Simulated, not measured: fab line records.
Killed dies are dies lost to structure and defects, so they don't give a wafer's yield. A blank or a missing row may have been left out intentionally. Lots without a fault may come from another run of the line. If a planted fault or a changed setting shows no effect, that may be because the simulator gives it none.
Matching of chambers + flow nandHarc + rieDiel-11 running NHARC_A_STAIRCASE_TRIM_187: 4 sister chambers
The step chemistry O2, time 211.2 s. 4 wafers are shown with their chamber, then 9 later ones without.

== EACH WAFER AND ITS CHAMBER ==
| wafer  | chamber | showerheadPlenumPTorr (Torr) |
|--------|---------|------------------------------|
| L082.3 | 0       | 3.69                         |
| L087.3 | 3       | 3.34                         |
| L086.2 | 1       | 3.58                         |
| L086.5 | 2       | 3.78                         |

== WAFERS MISSING THEIR CHAMBER ==
| wafer  | showerheadPlenumPTorr (Torr) |
|--------|------------------------------|
| L088.2 | 3.78                         |
| L088.5 | 3.58                         |
| L088.6 | 3.78                         |
| L092.1 | 3.34                         |
| L092.2 | 3.78                         |
| L092.4 | 3.68                         |
| L090.1 | 3.58                         |
| L090.2 | 3.34                         |
| L090.4 | 3.68                         |

== EACH ONE'S CHAMBER ==
| wafer  | from the rows above | in truth |
|--------|---------------------|----------|
| L088.2 | 2                   | 2        |
| L088.5 | 1                   | 1        |
| L088.6 | 2                   | 2        |
| L092.1 | 3                   | 3        |
| L092.2 | 2                   | 2        |
| L092.4 | 0                   | 0        |
| L090.1 | 1                   | 1        |
| L090.2 | 3                   | 3        |
| L090.4 | 0                   | 0        |
Placed correctly: 9 of 9. Not placeable from these rows: 0. 0 placed wrongly.
How it was worked out, from the rows above alone: a wafer's distance from a chamber is the root of the sum, over the readings, of the square of ((its reading less the chamber's mean) divided by the reading's scatter). The wafer belongs to the nearest chamber; if the next one is less than 2 further off, it can't be placed. Each chamber's mean is taken over the wafers shown for it. The scatter: root of mean squared gap, hidden wafer to nearest shown wafer, with one shown wafer a chamber.
